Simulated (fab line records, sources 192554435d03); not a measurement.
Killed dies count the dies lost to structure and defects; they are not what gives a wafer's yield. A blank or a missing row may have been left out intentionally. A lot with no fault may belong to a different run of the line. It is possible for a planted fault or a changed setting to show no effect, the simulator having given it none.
Split-lot trial / flow n5_finfet / on a route of 1938 steps: 7 lots, 39 wafers read

SPLIT DETAILS
At N5_FIN_SAQP_HM_DEP_03 (deposits SiNx from SiH4/NH3/N2, target thk 38 nm, time 33.6 s), the setting target_thk_a was moved away from the recipe's 380 angstrom on 12 of the 39 wafers read, by -47.4% to +59.9%. The other wafers ran this setting at the recipe's value.

FROM THE SPLIT TO THE READING: what the file shows between them, 4 steps
- N5_FIN_SAQP_THK_MEAS_05
- N5_FIN_SAQP_PECVD_47: deposits a-Si from SiH4/He, target thk 45 nm, time 36.3 s
- N5_FIN_SAQP_PECVD_48: deposits SiNx from SiH4/NH3/N2, target thk 25 nm, time 22.1 s
- N5_FIN_SAQP_MANDREL2_REMOVE_60: chemistry HBr/Cl2/O2, target a-Si, stops on SiNx, bt time 10 s

THE READING
etch.depth_nm (the simulator's own value, which no gauge read), in nm, at N5_FIN_SAQP_HM_OPEN_33 (chemistry CH3F/O2, target SiNx, target depth 49.4 nm, time 70.6 s). There is no usual value for it anywhere in the file. Across the 27 wafers here that went through the recipe, the average is 37.34 nm and the standard deviation 0.46 nm.

wafer=L074.1; tool, chamber at the split=pecvd-02, 2; target_thk_a as run, angstrom=607.6; against the recipe=+59.9%; etch.depth_nm, nm=59.93; against lot-mates on the recipe=+22.75
wafer=L074.2; tool, chamber at the split=pecvd-02, 0; target_thk_a as run, angstrom=380; against the recipe=recipe; etch.depth_nm, nm=37.27; against lot-mates on the recipe=-
wafer=L074.3; tool, chamber at the split=pecvd-02, 1; target_thk_a as run, angstrom=380; against the recipe=recipe; etch.depth_nm, nm=36.92; against lot-mates on the recipe=-
wafer=L074.4; tool, chamber at the split=pecvd-02, 1; target_thk_a as run, angstrom=380; against the recipe=recipe; etch.depth_nm, nm=37.36; against lot-mates on the recipe=-
wafer=L074.5; tool, chamber at the split=pecvd-02, 0; target_thk_a as run, angstrom=607.6; against the recipe=+59.9%; etch.depth_nm, nm=60.66; against lot-mates on the recipe=+23.48
wafer=L074.6; tool, chamber at the split=pecvd-02, 2; target_thk_a as run, angstrom=607.6; against the recipe=+59.9%; etch.depth_nm, nm=60.66; against lot-mates on the recipe=+23.48
wafer=L076.1; tool, chamber at the split=pecvd-04, 0; target_thk_a as run, angstrom=380; against the recipe=recipe; etch.depth_nm, nm=37.04; against lot-mates on the recipe=-
wafer=L076.2; tool, chamber at the split=pecvd-04, 1; target_thk_a as run, angstrom=380; against the recipe=recipe; etch.depth_nm, nm=37.17; against lot-mates on the recipe=-
wafer=L076.3; tool, chamber at the split=pecvd-04, 0; target_thk_a as run, angstrom=380; against the recipe=recipe; etch.depth_nm, nm=37.32; against lot-mates on the recipe=-
wafer=L076.4; tool, chamber at the split=pecvd-04, 1; target_thk_a as run, angstrom=380; against the recipe=recipe; etch.depth_nm, nm=37.92; against lot-mates on the recipe=-
wafer=L076.5; tool, chamber at the split=pecvd-04, 0; target_thk_a as run, angstrom=380; against the recipe=recipe; etch.depth_nm, nm=37.29; against lot-mates on the recipe=-
wafer=L076.6; tool, chamber at the split=pecvd-04, 1; target_thk_a as run, angstrom=380; against the recipe=recipe; etch.depth_nm, nm=37.62; against lot-mates on the recipe=-
wafer=L080.1; tool, chamber at the split=pecvd-02, 2; target_thk_a as run, angstrom=380; against the recipe=recipe; etch.depth_nm, nm=37.58; against lot-mates on the recipe=-
wafer=L080.2; tool, chamber at the split=pecvd-02, 0; target_thk_a as run, angstrom=380; against the recipe=recipe; etch.depth_nm, nm=37.16; against lot-mates on the recipe=-
wafer=L080.3; tool, chamber at the split=pecvd-02, 0; target_thk_a as run, angstrom=380; against the recipe=recipe; etch.depth_nm, nm=37.79; against lot-mates on the recipe=-
wafer=L080.4; tool, chamber at the split=pecvd-02, 2; target_thk_a as run, angstrom=380; against the recipe=recipe; etch.depth_nm, nm=37.76; against lot-mates on the recipe=-
wafer=L080.5; tool, chamber at the split=pecvd-02, 0; target_thk_a as run, angstrom=380; against the recipe=recipe; etch.depth_nm, nm=37.88; against lot-mates on the recipe=-
wafer=L080.6; tool, chamber at the split=pecvd-02, 2; target_thk_a as run, angstrom=380; against the recipe=recipe; etch.depth_nm, nm=37.51; against lot-mates on the recipe=-
wafer=L087.1; tool, chamber at the split=pecvd-03, 0; target_thk_a as run, angstrom=380; against the recipe=recipe; etch.depth_nm, nm=36.93; against lot-mates on the recipe=-
wafer=L087.2; tool, chamber at the split=pecvd-03, 2; target_thk_a as run, angstrom=199.8; against the recipe=-47.4%; etch.depth_nm, nm=19.07; against lot-mates on the recipe=-18.21
wafer=L087.3; tool, chamber at the split=pecvd-03, 1; target_thk_a as run, angstrom=199.8; against the recipe=-47.4%; etch.depth_nm, nm=18.79; against lot-mates on the recipe=-18.49
wafer=L087.4; tool, chamber at the split=pecvd-03, 0; target_thk_a as run, angstrom=380; against the recipe=recipe; etch.depth_nm, nm=37.66; against lot-mates on the recipe=-
wafer=L087.5; tool, chamber at the split=pecvd-03, 2; target_thk_a as run, angstrom=199.8; against the recipe=-47.4%; etch.depth_nm, nm=18.67; against lot-mates on the recipe=-18.61
wafer=L087.6; tool, chamber at the split=pecvd-03, 1; target_thk_a as run, angstrom=380; against the recipe=recipe; etch.depth_nm, nm=37.25; against lot-mates on the recipe=-
wafer=L090.2; tool, chamber at the split=pecvd-04, 1; target_thk_a as run, angstrom=380; against the recipe=recipe; etch.depth_nm, nm=37.52; against lot-mates on the recipe=-
wafer=L090.4; tool, chamber at the split=pecvd-04, 1; target_thk_a as run, angstrom=380; against the recipe=recipe; etch.depth_nm, nm=37.95; against lot-mates on the recipe=-
wafer=L090.5; tool, chamber at the split=pecvd-04, 0; target_thk_a as run, angstrom=380; against the recipe=recipe; etch.depth_nm, nm=37.75; against lot-mates on the recipe=-
wafer=L094.1; tool, chamber at the split=pecvd-04, 0; target_thk_a as run, angstrom=380; against the recipe=recipe; etch.depth_nm, nm=37.56; against lot-mates on the recipe=-
wafer=L094.2; tool, chamber at the split=pecvd-04, 1; target_thk_a as run, angstrom=380; against the recipe=recipe; etch.depth_nm, nm=37.52; against lot-mates on the recipe=-
wafer=L094.3; tool, chamber at the split=pecvd-04, 2; target_thk_a as run, angstrom=380; against the recipe=recipe; etch.depth_nm, nm=36.66; against lot-mates on the recipe=-
wafer=L094.4; tool, chamber at the split=pecvd-04, 0; target_thk_a as run, angstrom=280.3; against the recipe=-26.2%; etch.depth_nm, nm=28.35; against lot-mates on the recipe=-8.90
wafer=L094.5; tool, chamber at the split=pecvd-04, 2; target_thk_a as run, angstrom=280.3; against the recipe=-26.2%; etch.depth_nm, nm=27.83; against lot-mates on the recipe=-9.42
wafer=L094.6; tool, chamber at the split=pecvd-04, 1; target_thk_a as run, angstrom=280.3; against the recipe=-26.2%; etch.depth_nm, nm=28.45; against lot-mates on the recipe=-8.80
wafer=L096.1; tool, chamber at the split=pecvd-03, 0; target_thk_a as run, angstrom=380; against the recipe=recipe; etch.depth_nm, nm=36.02; against lot-mates on the recipe=-
wafer=L096.2; tool, chamber at the split=pecvd-03, 2; target_thk_a as run, angstrom=205.4; against the recipe=-45.9%; etch.depth_nm, nm=19.27; against lot-mates on the recipe=-17.31
wafer=L096.3; tool, chamber at the split=pecvd-03, 1; target_thk_a as run, angstrom=380; against the recipe=recipe; etch.depth_nm, nm=36.35; against lot-mates on the recipe=-
wafer=L096.4; tool, chamber at the split=pecvd-03, 2; target_thk_a as run, angstrom=380; against the recipe=recipe; etch.depth_nm, nm=37.36; against lot-mates on the recipe=-
wafer=L096.5; tool, chamber at the split=pecvd-03, 1; target_thk_a as run, angstrom=205.4; against the recipe=-45.9%; etch.depth_nm, nm=19.38; against lot-mates on the recipe=-17.20
wafer=L096.6; tool, chamber at the split=pecvd-03, 0; target_thk_a as run, angstrom=205.4; against the recipe=-45.9%; etch.depth_nm, nm=19.57; against lot-mates on the recipe=-17.01

FIT RESULTS
A straight line over all 39 wafers: etch.depth_nm changes by +0.385 nm for each +1% of target_thk_a; r = +1.00; the points scatter about the line by 0.51 nm.
The same after taking each lot's own level away (the mean of its wafers on the recipe; 39 wafers): +0.382 nm for each +1%; r = +1.00; scatter 0.44 nm.
On that fit, the largest move of target_thk_a shifts the reading by 23 nm.
Measured against the standard deviation above, the lots' own levels, which go from 36.577 to 37.740 nm, span 2.5 times it.
So the lot-to-lot level changes the slope little: the two slopes agree.
Check: with one of the wafers moved furthest among these (+59.9%) left out of the fit, the line predicts +23 nm for it against its lot-mates. Against them it came out at +22.7 nm.

THE WHOLE CHAIN: every reading that the file lists as answering this split, in the file's order
step=N5_FIN_SAQP_HM_DEP_03; what it does=deposits SiNx from SiH4/NH3/N2, target thk 38 nm, time 33.6 s; reading=SiNx_of_FIN_SAQP_HM_DEP_03.thk_nm (the simulator's own value, which no gauge read); change (the file's fit)=+0.381 nm for each +1% of the setting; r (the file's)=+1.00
step=N5_FIN_SAQP_THK_MEAS_05; what it does=; reading=thk_nm; change (the file's fit)=withheld for each +1% of the setting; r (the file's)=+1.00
step=N5_FIN_SAQP_HM_OPEN_33; what it does=chemistry CH3F/O2, target SiNx, target depth 49.4 nm, time 70.6 s; reading=etch_rf_on_time_s; change (the file's fit)=withheld for each +1% of the setting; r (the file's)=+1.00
step=N5_FIN_SAQP_HM_OPEN_33; what it does=chemistry CH3F/O2, target SiNx, target depth 49.4 nm, time 70.6 s; reading=etch.depth_nm (the simulator's own value, which no gauge read); change (the file's fit)=+0.381 nm for each +1% of the setting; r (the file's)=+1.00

THE FILE'S OWN FIT
etch.depth_nm changes by +0.381 nm for each +1% of target_thk_a, r = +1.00.
